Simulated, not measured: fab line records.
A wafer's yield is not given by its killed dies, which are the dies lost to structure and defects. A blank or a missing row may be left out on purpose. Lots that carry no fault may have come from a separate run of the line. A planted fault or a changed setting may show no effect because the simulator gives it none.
Chamber matching :: flow n5Finfet :: N5_BEOL_M0_SAQP_ETCH_107 on rieDiel-04: 4 sister chambers
The step etches SiNx in CH3F/O2, target depth 30 nm. 4 wafers are shown with their chamber, then 8 later ones without.

EACH WAFER AND ITS CHAMBER
wafer: L077.5
chamber: 1
showerheadPlenumPTorr (Torr): 2.09

wafer: L078.4
chamber: 2
showerheadPlenumPTorr (Torr): 2.08

wafer: L078.5
chamber: 3
showerheadPlenumPTorr (Torr): 1.87

wafer: L079.1
chamber: 0
showerheadPlenumPTorr (Torr): 1.91

WAFERS WITH NO CHAMBER GIVEN
wafer: L079.2
showerheadPlenumPTorr (Torr): 2.09

wafer: L079.3
showerheadPlenumPTorr (Torr): 2.08

wafer: L081.2
showerheadPlenumPTorr (Torr): 1.91

wafer: L081.3
showerheadPlenumPTorr (Torr): 1.86

wafer: L081.5
showerheadPlenumPTorr (Torr): 1.91

wafer: L085.1
showerheadPlenumPTorr (Torr): 2.08

wafer: L085.2
showerheadPlenumPTorr (Torr): 1.91

wafer: L085.3
showerheadPlenumPTorr (Torr): 1.86

WHICH CHAMBER EACH WENT THROUGH
wafer: L079.2
from the rows above: can't be placed: 1 or 2
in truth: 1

wafer: L079.3
from the rows above: can't be placed: 2 or 1
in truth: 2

wafer: L081.2
from the rows above: 0
in truth: 0

wafer: L081.3
from the rows above: 3
in truth: 3

wafer: L081.5
from the rows above: 0
in truth: 0

wafer: L085.1
from the rows above: can't be placed: 2 or 1
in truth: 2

wafer: L085.2
from the rows above: 0
in truth: 0

wafer: L085.3
from the rows above: 3
in truth: 3
Correct placement for 5 of the 8. Cannot be placed on the basis of these rows: 3; the candidates contain the true chamber in 3. Number placed wrongly: 0.
How it was worked out, from the rows above alone: a wafer's distance from a chamber is the root of the sum, over the readings, of the square of ((its reading less the chamber's mean) divided by the reading's scatter). The wafer belongs to the nearest chamber; if the next one is less than 2 further off, it can't be placed. The mean given for a chamber averages the wafers shown for that chamber. The scatter (one wafer shown for each chamber): square how far every hidden wafer sits from the nearest shown wafer, average those squares and take the square root.
